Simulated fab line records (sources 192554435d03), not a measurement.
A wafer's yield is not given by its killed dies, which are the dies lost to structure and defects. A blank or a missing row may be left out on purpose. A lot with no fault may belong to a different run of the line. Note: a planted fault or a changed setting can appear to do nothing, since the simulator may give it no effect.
fab line records	flow n5_finfet
record lots=6	wafers=18	last_day=16
route steps=1938 shown FIN_CUT@171 STI_FIN_REVEAL@183 BEOL_M4@1111 PASSIVATION@1936
lots that met no fault: taken from a fault-free run of the same line
start_h: hours from the record's opening day to when the first of the lot's shown wafers began	wait_h: hours elapsed since this lot's preceding step	" identical to the entry in the row above	L1.1+2: several wafers, shown together as one row	- no value, or no start was given	* or withheld: withheld	< > ~ a bound
route shown NAME@n: NAME is a module with steps in the file, n the number in the route of the first one	usual: the fault-free wafers' mean and standard deviation	same: alike in all rows	chamber/n: place in a boat	sites: the reading at each site	_std_site: the values' standard deviation	_edge_site: the outer-site mean with the inner-site mean subtracted	radius_mm: how far each site lies from the wafer's centre	mask NAME#n: copy n	behind: the last tool/chamber to shape the wafer	hold: reason for holding the lot/hours on hold/outcome of the hold	device: names the non-switching transistor (n, p or np)	end of line: tests run on the same wafers once the route is complete	a step with no rows: only its recipe	killed: dies that structure and defects cost at the first sort, which is not the same as the wafer's yield	map: the dies of a wafer, with x for killed, . for not killed, _ for no die there
set.NAME: the setting the step ran with; set.NAME@STEP: the setting that earlier step ran with	model.NAME: the simulator's own value behind a step, which no gauge read
lots seen at some steps along the route; tables by step, rows by wafer
services: a tool's chamber out of use, with start hour (start_h, from the record's first day; less than 0 if before it), hours out, and reason
## steps
# step N5_FIN_CUT_STRIP_31
# recipe chemistry=N2/H2	temp_c=40	n2_flow_sccm=200	h2_flow_sccm=200	rf_frequency_hz=6e+07
# step N5_FIN_CUT_STRIP_24
# recipe chemistry=CF4	resist=SiARC	power_w=300	bias_power_w=75	pressure_mtorr=50	cf4_flow_sccm=150	rf_frequency_hz=6e+07
# usual cf4_flow_sccm=150.1/0.44	drypump_motor_current_A=5.9/0.4	oes_product_au=0.77/0.069	power_w=300.1/1	rf_vpp_V=271.4/1.2	showerhead_plenum_p_Torr=1.81/0.041	throttle_valve_pct=13.56/0.16
lot.wafer	tool	chamber	start_h	wait_h	cf4_flow_sccm	drypump_motor_current_A	oes_product_au	power_w	rf_hours_counter_h	rf_vpp_V	showerhead_plenum_p_Torr	throttle_valve_pct
L981.1	rie_diel-04	2	33.73	0.0	150.6	6.5	0.76	299.4	161	271.0	1.80	13.49
L981.2	"	1	"	"	150.6	6.2	0.79	300.7	98	272.5	1.81	13.66
L981.4	"	0	"	"	149.9	5.4	0.91	298.6	15	273.2	1.90	13.24
L992.3	rie_diel-03	0	100.50	0.0	150.5	6.3	0.75	298.7	176	270.2	1.79	13.63
L992.4	"	3	"	"	149.9	5.6	0.71	298.8	-	270.1	1.78	13.66
L992.5	"	1	"	"	150.0	6.0	0.92	300.5	-	271.4	1.77	13.29
L993.1	rie_diel-04	0	105.62	0.0	149.0	5.4	0.87	299.8	39	272.4	1.90	13.31
L993.2	"	3	"	"	150.3	6.5	0.73	300.2	153	271.9	1.79	13.51
L993.4	"	2	"	"	150.1	6.5	0.74	300.1	183	270.2	1.79	13.52
L994.2	rie_diel-04	3	111.62	0.0	149.7	6.5	0.72	303.5	155	271.2	1.79	13.51
L994.4	"	1	"	"	151.1	6.2	0.77	299.7	124	270.2	1.80	13.71
L994.6	"	3	"	"	149.9	6.5	0.72	301.7	-	271.6	1.79	13.52
L996.3	rie_diel-03	3	124.12	0.0	149.6	5.6	0.71	300.7	189	270.7	1.78	13.69
L996.5	"	0	"	"	151.2	6.4	0.74	300.9	-	270.6	1.79	13.68
L996.6	"	1	"	"	150.3	6.0	0.89	300.6	-	270.3	1.76	13.30
L997.3	rie_diel-03	3	128.71	0.0	150.6	5.6	0.70	299.9	191	272.2	1.78	13.70
L997.5	"	3	"	"	149.7	5.6	0.71	298.6	-	271.0	1.78	13.70
L997.6	"	0	"	"	149.9	6.3	0.73	299.0	-	270.5	1.79	13.68
# step N5_FIN_CUT_CUT_ETCH_26
# recipe chemistry=CH3F/O2	target=SiNx	target_depth_a=390	mask_material=SOC	time_s=55.7	pressure_mtorr=30	source_w=395	bias_w=73	Ar_flow_sccm=150	CH3F_flow_sccm=30	O2_flow_sccm=20	ion_energy_ev=120
# step N5_FIN_CUT_CUT_ETCH_27
# recipe chemistry=CHF3/O2	target=SiO2	target_depth_a=40	mask_material=SOC	overetch_a=20	time_s=4.9	pressure_mtorr=30	source_w=650	bias_w=170	Ar_flow_sccm=200	CHF3_flow_sccm=50	O2_flow_sccm=5	ion_energy_ev=200
# step N5_FIN_CUT_PRECLEAN_35
# recipe time_s=13.3	temp_c=45	pressure_torr=125	p_hf_torr=3	p_coreactant_torr=25	chemistry=vHF
# step N5_FIN_CUT_CUT_ETCH_15
# recipe chemistry=HBr/Cl2/O2	target=Si	target_depth_a=1000	bt_time_s=10	mask_material=SOC	time_s=42.4	ion_energy_ev=*	bias_w=*	pressure_mtorr=10	icp_w=800	HBr_flow_sccm=150	Cl2_flow_sccm=80	O2_flow_sccm=12
# usual drypump_motor_current_A=5.6/0.39	he_backside_leak_sccm=2.8/0.35	oes_product_au=1.009/0.017	throttle_valve_pct=37.36/0.2
lot.wafer	tool	chamber	start_h	wait_h	drypump_motor_current_A	he_backside_leak_sccm	oes_product_au	rf_hours_counter_h	throttle_valve_pct
L981.1	rie_si-02	0	33.95	0.1	6.4	2.5	1.009	38	37.65
L981.2	"	1	"	"	5.3	2.9	0.978	6	37.35
L981.4	"	3	"	"	5.5	3.2	1.004	201	37.16
L992.3	rie_si-02	0	100.71	0.0	6.4	2.2	1.003	40	37.66
L992.4	"	1	"	"	5.3	2.9	0.992	7	37.36
L992.5	"	0	"	"	6.4	2.3	0.996	-	37.65
L993.1	rie_si-05	3	105.84	0.1	5.3	2.8	1.025	104	37.38
L993.2	"	2	"	"	5.4	3.0	1.009	16	37.55
L993.4	"	1	"	"	6.6	3.2	1.013	69	37.24
L994.2	rie_si-02	1	111.84	0.1	5.3	3.0	0.978	8	37.36
L994.4	"	3	"	"	5.5	2.4	1.027	1	37.40
L994.6	"	1	"	"	5.3	2.9	0.985	-	37.36
L996.3	rie_si-04	1	124.34	0.0	5.1	3.3	0.998	140	37.60
L996.5	"	3	"	"	5.4	3.2	0.991	-	37.46
L996.6	"	0	"	"	5.6	2.3	1.027	-	37.26
L997.3	rie_si-02	1	128.93	0.0	5.3	3.0	0.978	8	37.36
L997.5	"	3	"	"	5.5	2.6	1.020	-	37.42
L997.6	"	2	"	"	5.8	2.6	1.025	-	36.97
# step N5_FIN_CUT_CUT_ETCH_28
# recipe chemistry=HBr/Cl2/O2	target=Si	target_depth_a=60	mask_material=SOC	time_s=2.4	ion_energy_ev=*	bias_w=*	pressure_mtorr=10	icp_w=800	HBr_flow_sccm=150	Cl2_flow_sccm=80	O2_flow_sccm=12
# usual drypump_motor_current_A=5.6/0.39	he_backside_leak_sccm=2.8/0.41	oes_product_au=1.009/0.018	throttle_valve_pct=37.36/0.2
lot.wafer	tool	chamber	start_h	wait_h	drypump_motor_current_A	he_backside_leak_sccm	oes_product_au	rf_hours_counter_h	throttle_valve_pct
L981.1	rie_si-02	0	34.00	0.0	6.3	2.4	0.997	38	37.65
L981.2	"	1	"	"	5.3	2.8	0.981	6	37.36
L981.4	"	3	"	"	5.5	3.4	1.012	201	37.18
L992.3	rie_si-02	0	100.77	0.0	6.3	2.6	1.000	40	37.65
L992.4	"	1	"	"	5.3	2.9	0.978	7	37.35
L992.5	"	0	"	"	6.3	2.6	0.986	-	37.67
L993.1	rie_si-05	3	105.89	0.0	5.3	2.6	1.012	104	37.38
L993.2	"	2	"	"	5.4	2.7	1.011	16	37.56
L993.4	"	1	"	"	6.6	3.1	1.011	69	37.23
L994.2	rie_si-02	1	111.89	0.0	5.3	2.8	0.984	8	37.37
L994.4	"	3	"	"	5.5	2.7	1.025	1	37.41
L994.6	"	1	"	"	5.3	2.9	0.983	-	37.37
L996.3	rie_si-04	1	124.39	0.0	5.1	3.2	1.013	140	37.60
L996.5	"	3	"	"	5.4	3.2	0.994	-	37.46
L996.6	"	0	"	"	5.6	2.5	1.052	-	37.26
L997.3	rie_si-02	1	128.98	0.0	5.3	2.9	0.983	8	37.38
L997.5	"	3	"	"	5.5	2.7	1.021	-	37.41
L997.6	"	2	"	"	5.8	2.7	1.035	-	36.96
# step N5_FIN_CUT_STRIP_22
# recipe chemistry=N2/H2	power_w=500	temp_c=40	pressure_mtorr=50	rf_frequency_hz=6e+07	overash_fraction=0.3	bias_power_w=8	h2_frac=0.5	n2_flow_sccm=300	h2_flow_sccm=300
# usual drypump_motor_current_A=6.0/0.43	n2_flow_sccm=299.9/0.86	oes_product_au=0.79/0.068	power_w=500.2/1.4	rf_vpp_V=54.6/2.5	showerhead_plenum_p_Torr=3.40/0.088	throttle_valve_pct=19.02/0.25
lot.wafer	tool	chamber	start_h	wait_h	drypump_motor_current_A	n2_flow_sccm	oes_product_au	power_w	rf_hours_counter_h	rf_vpp_V	showerhead_plenum_p_Torr	throttle_valve_pct
L981.1	rie_diel-03	3	34.07	0.0	5.6	298.4	0.76	499.2	155	52.7	3.36	18.82
L981.2	"	0	"	"	6.3	299.0	0.78	499.2	153	53.5	3.35	18.81
L981.4	"	2	"	"	5.5	299.3	0.78	499.6	152	54.0	3.35	18.85
L992.3	rie_diel-04	2	101.03	0.2	6.6	300.2	0.75	500.8	181	52.9	3.35	19.14
L992.4	"	2	"	"	6.5	299.2	0.75	499.2	-	55.5	3.35	19.12
L992.5	"	1	"	"	6.2	299.7	0.77	501.0	-	47.9	3.38	19.14
L993.1	rie_diel-03	0	105.96	0.0	6.4	299.5	0.76	500.9	179	52.4	3.33	18.82
L993.2	"	3	"	"	5.6	300.6	0.72	499.7	182	54.0	3.34	18.92
L993.4	"	0	"	"	6.4	300.6	0.74	501.9	-	58.8	3.33	18.85
L994.2	rie_diel-03	3	111.96	0.0	5.6	300.9	0.71	500.3	185	56.4	3.34	18.89
L994.4	"	1	"	"	6.1	299.3	0.93	501.0	-	57.2	3.30	19.22
L994.6	"	0	"	"	6.4	299.3	0.76	501.5	-	53.4	3.33	18.80
L996.3	rie_diel-04	0	124.48	0.1	5.4	299.6	0.88	499.2	44	52.7	3.56	18.66
L996.5	"	0	"	"	5.5	299.7	0.87	499.2	-	60.5	3.56	18.73
L996.6	"	3	"	"	6.5	301.9	0.73	498.9	-	54.8	3.36	18.96
L997.3	rie_diel-05	1	129.05	0.0	5.8	300.5	0.73	501.6	153	55.7	3.50	18.84
L997.5	"	0	"	"	5.2	300.7	0.83	498.9	-	54.4	3.40	19.57
L997.6	"	3	"	"	5.8	299.8	0.88	498.7	-	54.6	3.57	18.92
# step N5_FIN_CUT_PRECLEAN_36
# recipe chemistry=O3/DIW	time_s=60	temp_c=22	o3_ppm=10
# step N5_FIN_CUT_SRD_32
# recipe dry=ipa_marangoni	time_s=30	temp_c=23	rinse_liquid=diw
# step N5_FIN_CUT_UV_OZONE_34
# recipe time_s=120	pressure_torr=760	temp_c=25
# step N5_FIN_CUT_INSPECT_17
# recipe inspect_instrument=brightfield	mode=aei
# usual raw_defect_count=234/67
lot.wafer	tool	chamber	start_h	wait_h	raw_defect_count
L981.1	defect_inspect-02	-	34.23	0.0	195
L981.2	"	-	"	"	191
L981.4	"	-	"	"	257
L992.3	defect_inspect-01	-	101.19	0.0	294
L992.4	"	-	"	"	173
L992.5	"	-	"	"	274
L993.1	defect_inspect-01	-	106.12	0.0	154
L993.2	"	-	"	"	234
L993.4	"	-	"	"	146
L994.2	defect_inspect-02	-	112.12	0.0	237
L994.4	"	-	"	"	179
L994.6	"	-	"	"	224
L996.3	defect_inspect-02	-	124.64	0.0	212
L996.5	"	-	"	"	154
L996.6	"	-	"	"	183
L997.3	defect_inspect-01	-	129.21	0.0	139
L997.5	"	-	"	"	185
L997.6	"	-	"	"	156
# step N5_STI_FIN_REVEAL_ALD_00
# recipe material=SiO2	target_thk_a=10	temp_c=300	ald_precursor_family=BDEAS	ald_co_reactant=O2-plasma	pulse_time_s=1	pressure_torr=2
# usual heater_power_w=450/40	precursor_pulse_height_rel=1.002/0.019
lot.wafer	tool	chamber	start_h	wait_h	heater_power_w	precursor_pulse_height_rel	model.SiO2_of_STI_FIN_REVEAL_ALD_00.thk_nm
L981.1	ald_sin-02	2	34.27	0.0	470	1.005	1
L981.2	"	0	"	"	420	1.002	1
L981.4	"	1	"	"	387	0.979	1
L992.3	ald_sin-03	3	101.32	0.1	500	1.009	1
L992.4	"	1	"	"	476	1.005	1
L992.5	"	3	"	"	508	0.973	1
L993.1	ald_sin-03	0	106.29	0.2	478	0.989	1
L993.2	"	1	"	"	464	1.017	0.4
L993.4	"	3	"	"	509	1.011	1
L994.2	ald_sin-03	2	113.64	1.5	394	1.004	0.4
L994.4	"	1	"	"	459	0.998	1
L994.6	"	1	"	"	473	0.995	1
L996.3	ald_sin-04	2	124.68	0.0	475	1.036	1
L996.5	"	2	"	"	493	0.995	1
L996.6	"	1	"	"	417	0.986	1
L997.3	ald_sin-02	1	129.25	0.0	381	1.024	1
L997.5	"	0	"	"	424	1.021	1
L997.6	"	1	"	"	401	0.985	1
# step N5_STI_FIN_REVEAL_ALD_14
# recipe material=Si3N4	target_thk_a=30	temp_c=400	ald_precursor_family=SiH2I2	ald_co_reactant=N2/H2-plasma	pressure_torr=2
# usual heater_power_w=806/72
lot.wafer	tool	chamber	start_h	wait_h	heater_power_w
L981.1	ald_sin-02	2	34.32	0.0	866
L981.2	"	0	"	"	741
L981.4	"	1	"	"	720
L992.3	ald_sin-03	3	101.37	0.0	901
L992.4	"	1	"	"	840
L992.5	"	3	"	"	886
L993.1	ald_sin-03	0	106.34	0.0	836
L993.2	"	1	"	"	837
L993.4	"	3	"	"	917
L994.2	ald_sin-03	2	113.69	0.0	686
L994.4	"	1	"	"	837
L994.6	"	1	"	"	832
L996.3	ald_sin-04	2	124.73	0.0	897
L996.5	"	2	"	"	887
L996.6	"	1	"	"	730
L997.3	ald_sin-02	1	129.29	0.0	701
L997.5	"	0	"	"	723
L997.6	"	1	"	"	720
# step N5_BEOL_M4_RC_MEAS_101
# usual DIBL_N=36.1/1.3	DIBL_P=36.1/1.7	IOFF_N=0.154/0.022	IOFF_P=0.201/0.024	ION_N=675/8.9	ION_P=462/5.9	SS_N=71.5/0.49	SS_P=73.3/0.58	VT_N=250.0/2.7	VT_P=-251.3/2.7
lot.wafer	tool	chamber	start_h	wait_h	DIBL_N[mV/V]	DIBL_P[mV/V]	IOFF_N[nA/um]	IOFF_P[nA/um]	ION_N[uA/um]	ION_P[uA/um]	SS_N[mV/dec]	SS_P[mV/dec]	VT_N[mV]	VT_P[mV]
L981.1	prober-02	0	169.76	0.0	35.1	35.5	0.153	0.191	684	458	72.4	73.8	250.7	-254.4
L981.2	"	0	"	"	35.4	35.5	0.154	0.198	680	464	71.7	72.9	249.4	-253.2
L981.4	"	0	"	"	34.4	34.2	0.135	0.179	664	452	71.8	73.6	252.4	-255.0
L993.1	prober-01	0	256.29	0.0	35.1	35.0	0.157	0.187	680	456	71.3	73.0	247.9	-253.6
L993.2	"	0	"	"	33.0	32.6	0.118	0.159	668	460	70.3	72.2	255.4	-255.8
L993.4	"	0	"	"	34.9	34.5	0.144	0.178	672	455	71.4	73.2	250.3	-252.6
L992.3	prober-01	0	259.90	0.3	38.1	36.9	0.183	0.225	675	458	71.4	74.0	248.3	-248.2
L992.4	"	0	"	"	34.9	33.6	0.127	0.176	677	460	70.3	72.9	255.1	-252.1
L992.5	"	0	"	"	35.6	34.3	0.136	0.188	667	460	70.6	72.2	251.5	-249.8
L994.2	prober-02	0	261.80	0.2	38.4	37.6	0.202	0.243	695	473	71.5	74.3	244.1	-246.5
L994.4	"	0	"	"	36.5	35.5	0.163	0.202	678	464	71.0	72.9	246.5	-251.5
L994.6	"	0	"	"	38.9	37.6	0.215	0.260	681	467	72.3	74.5	242.8	-248.4
L996.3	prober-01	0	263.21	0.3	37.4	39.3	0.179	0.223	669	462	72.0	74.1	250.0	-251.3
L996.5	"	0	"	"	37.8	39.5	0.182	0.234	672	458	72.1	73.9	249.1	-248.8
L996.6	"	0	"	"	37.1	38.9	0.172	0.217	679	462	71.7	73.5	251.0	-253.8
L997.3	prober-02	0	288.12	0.3	34.6	34.8	0.126	0.186	664	462	70.6	72.4	253.7	-249.7
L997.5	"	0	"	"	35.8	36.2	0.148	0.204	667	465	71.1	73.4	251.6	-249.1
L997.6	"	0	"	"	37.4	38.8	0.182	0.242	688	468	71.3	73.9	248.0	-248.0
# step N5_PASSIVATION_PROBE_49
# usual defect_limited_yield=90.9/1.3	killed_at_M0_to_M3=35/10	killed_at_M4_up=15/5.7	killed_at_contacts=14/6.4	killed_at_front_end=40/11	killed_at_other=4/3.1	killed_dies=108/16	killed_on_rim=14/3.6	killed_open=71/11	killed_short=34/7.7	sort_bin_5_function=5.4/0.9	sort_bin_6_memory=3.4/0.61	sort_n_pass=1072/16	sort_yield_pct=90.9/1.3
# same gross_dies=1180	killed_at_back_side=0	sort_bin_4_leakage[%]=0	sort_bin_8_speed[%]=0
lot.wafer	tool	chamber	start_h	wait_h	defect_limited_yield[%]	killed_at_M0_to_M3	killed_at_M4_up	killed_at_contacts	killed_at_front_end	killed_at_other	killed_dies	killed_on_rim	killed_open	killed_short	sort_bin_5_function[%]	sort_bin_6_memory[%]	sort_n_pass	sort_yield_pct[%]
L993.1	prober-01	-	364.16	0.0	90.1	48	16	10	43	0	117	17	75	36	6.1	3.1	1063	90.1
L993.2	prober-01	-	364.21	0.1	91.5	26	15	5	46	8	100	16	64	36	5.3	2.8	1080	91.5
L993.4	prober-01	-	364.31	0.2	91.4	36	10	8	42	5	101	10	72	29	5.3	2.7	1079	91.4
L992.3	prober-01	-	364.87	0.1	90.4	32	25	12	42	2	113	16	80	33	5.3	4.1	1067	90.4
L992.4	prober-01	-	364.92	0.2	91.3	31	19	18	32	3	103	16	73	29	5.2	3.4	1077	91.3
L992.5	prober-01	-	364.97	0.2	92.2	25	18	15	33	1	92	10	68	24	4.2	3.1	1088	92.2
L996.3	prober-01	-	369.69	0.1	91.9	44	11	6	32	2	95	14	65	30	4.7	2.9	1085	91.9
L996.5	prober-01	-	369.79	0.2	91.0	42	8	12	36	8	106	14	67	36	5.8	2.8	1074	91.0
L996.6	prober-01	-	369.84	0.3	91.5	31	11	15	39	4	100	16	63	34	5.0	3.1	1080	91.5
L994.2	prober-02	-	373.13	0.1	91.7	27	16	15	35	5	98	14	73	25	4.8	3.1	1082	91.7
L994.4	prober-02	-	373.23	0.2	91.3	19	13	23	46	2	103	13	71	27	4.5	3.7	1077	91.3
L994.6	prober-02	-	373.33	0.3	92.5	32	13	11	28	4	88	13	54	33	4.2	3.2	1092	92.5
# killed by level:class
L993.1 BEOL_M0_SAQP:geometric_particle:open=22 FIN_SAQP:geometric_particle:open=13 BEOL_M0_SAQP:geometric_particle:short=13 MOL_CONTACT_COAG:geometric_particle:open=7 STI_FIN_REVEAL:geometric_particle:open=6 BEOL_M4:geometric_particle:open=6 HKMG_FIN:area_etch=6 BEOL_M2:geometric_particle:short=5
L993.2 FIN_SAQP:geometric_particle:open=13 FIN_SAQP:geometric_particle:short=10 BEOL_M0_SAQP:geometric_particle:open=7 BEOL_M3:geometric_particle:open=6 MOL_CONTACT_COAG:geometric_particle:open=5 BEOL_M4:geometric_particle:open=5 SPACER0:geometric_particle:short=4 STARTING-WAFER:geometric_particle:short=4
L993.4 STI_FIN_REVEAL:geometric_particle:open=10 BEOL_M3:geometric_particle:open=10 BEOL_M2:geometric_particle:open=8 FIN_SAQP:geometric_particle:open=7 BEOL_M0_SAQP:geometric_particle:open=7 FIN_SAQP:geometric_particle:short=6 MOL_CONTACT_COAG:geometric_particle:open=5 BEOL_M4:geometric_particle:open=5
L992.3 FIN_SAQP:geometric_particle:open=13 BEOL_M4:geometric_particle:open=13 MOL_CONTACT_COAG:geometric_particle:open=9 BEOL_M2:geometric_particle:open=9 FIN_SAQP:geometric_particle:short=7 STI_FIN_REVEAL:geometric_particle:open=6 BEOL_M0_SAQP:geometric_particle:open=6 GATE_CUT:geometric_particle:short=4
L992.4 MOL_CONTACT_COAG:geometric_particle:open=16 BEOL_M3:geometric_particle:open=13 BEOL_M4:geometric_particle:open=11 BEOL_M2:geometric_particle:open=7 FIN_SAQP:geometric_particle:open=6 FIN_SAQP:geometric_particle:short=5 BEOL_M4:geometric_particle:short=4 STARTING-WAFER:geometric_particle:short=4
L992.5 MOL_CONTACT_COAG:geometric_particle:open=13 FIN_SAQP:geometric_particle:open=10 FIN_SAQP:geometric_particle:short=10 BEOL_M3:geometric_particle:open=8 BEOL_M4:geometric_particle:open=7 BEOL_M1:geometric_particle:open=5 BEOL_M4:geometric_particle:short=5 BEOL_M0_SAQP:geometric_particle:open=4
L996.3 BEOL_M2:geometric_particle:open=11 FIN_SAQP:geometric_particle:open=7 BEOL_M2:geometric_particle:short=7 BEOL_M4:geometric_particle:open=7 BEOL_M1:geometric_particle:open=6 DUMMY_GATE:geometric_particle:open=6 BEOL_M0_SAQP:geometric_particle:open=6 BEOL_M3:geometric_particle:open=5
L996.5 MOL_CONTACT_COAG:geometric_particle:open=10 BEOL_M2:geometric_particle:open=10 GATE_CUT:geometric_particle:short=7 FIN_SAQP:geometric_particle:open=6 BEOL_M0_SAQP:geometric_particle:open=6 BEOL_M0_SAQP:geometric_particle:short=6 STI_FIN_REVEAL:geometric_particle:open=5 BEOL_M0:geometric_particle:open=5
L996.6 MOL_CONTACT_COAG:geometric_particle:open=10 BEOL_M2:geometric_particle:open=9 FIN_SAQP:geometric_particle:open=8 GATE_CUT:geometric_particle:open=7 GATE_CUT:geometric_particle:short=6 BEOL_M3:geometric_particle:open=6 BEOL_M4:geometric_particle:open=6 FIN_SAQP:geometric_particle:short=5
L994.2 BEOL_M4:geometric_particle:open=11 MOL_CONTACT_COAG:geometric_particle:open=11 STI_FIN_REVEAL:geometric_particle:open=10 BEOL_M2:geometric_particle:open=7 BEOL_M0_SAQP:geometric_particle:open=6 MOL_CONTACT_COAG:geometric_particle:short=4 BEOL_M1:geometric_particle:open=4 BEOL_M3:geometric_particle:open=4
L994.4 MOL_CONTACT_COAG:geometric_particle:open=21 STI_FIN_REVEAL:geometric_particle:open=12 FIN_SAQP:geometric_particle:short=7 ILD0:geometric_particle:open=6 BEOL_M2:geometric_particle:open=6 ILD0:geometric_particle:short=5 BEOL_M1:geometric_particle:open=5 HKMG_FIN:area_etch=5
L994.6 MOL_CONTACT_COAG:geometric_particle:open=9 BEOL_M1:geometric_particle:open=9 BEOL_M0_SAQP:geometric_particle:short=8 FIN_SAQP:geometric_particle:short=5 BEOL_M0_SAQP:geometric_particle:open=5 GATE_CUT:geometric_particle:short=4 BEOL_M2:geometric_particle:open=4 FIN_SAQP:geometric_particle:open=3
## services
tool	chamber	start_h	hours	kind
ald_sin-04	1	11.91	4.2	repair
ald_sin-03	0	13.85	-	clean
ald_sin-03	1	13.85	-	clean
ald_sin-03	2	13.85	-	clean
ald_sin-03	3	13.85	-	clean
ald_sin-04	2	20.13	7.1	repair
rie_si-02	2	37.85	13.4	repair
rie_si-05	3	42.88	5.7	repair
ald_sin-03	2	52.80	3.3	repair
rie_si-02	3	61.05	-	clean
rie_si-02	3	61.05	30.1	scheduled_down
rie_si-02	3	61.05	30.1	vent_cycle
ald_sin-02	-	68.56	6.1	pm
rie_si-04	2	78.74	1.4	repair
rie_diel-03	2	79.31	3.5	repair
ald_sin-02	-	85.25	14.0	pm
rie_diel-03	-	87.04	0.8	repair
rie_si-02	2	89.45	3.8	repair
ald_sin-03	1	89.88	3.2	repair
rie_diel-04	3	95.97	9.2	repair
rie_diel-03	2	97.05	64.8	repair
rie_si-04	-	108.13	15.6	pm
rie_si-05	2	114.82	13.6	repair
ald_sin-03	-	127.76	0.7	repair
## key
first_sign none at tools or gauges
model_effect step=N5_STI_FIN_REVEAL_ALD_00	value=SiO2_of_STI_FIN_REVEAL_ALD_00.thk_nm	without=1	struck=0.4
met_at N5_STI_FIN_REVEAL_ALD_00
struck_wafers L993.2,L994.2
onset_between 101.32 106.29
fault kind=process_parameter_drift	tool=ald_sin-03	chamber=-	onset_h=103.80	steps=N5_STI_FIN_REVEAL_ALD_00	channel=target_thk_a	offset=*	shape=step	end_h=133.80	scope=struck_wafers_only	acts_in=*	stated=*
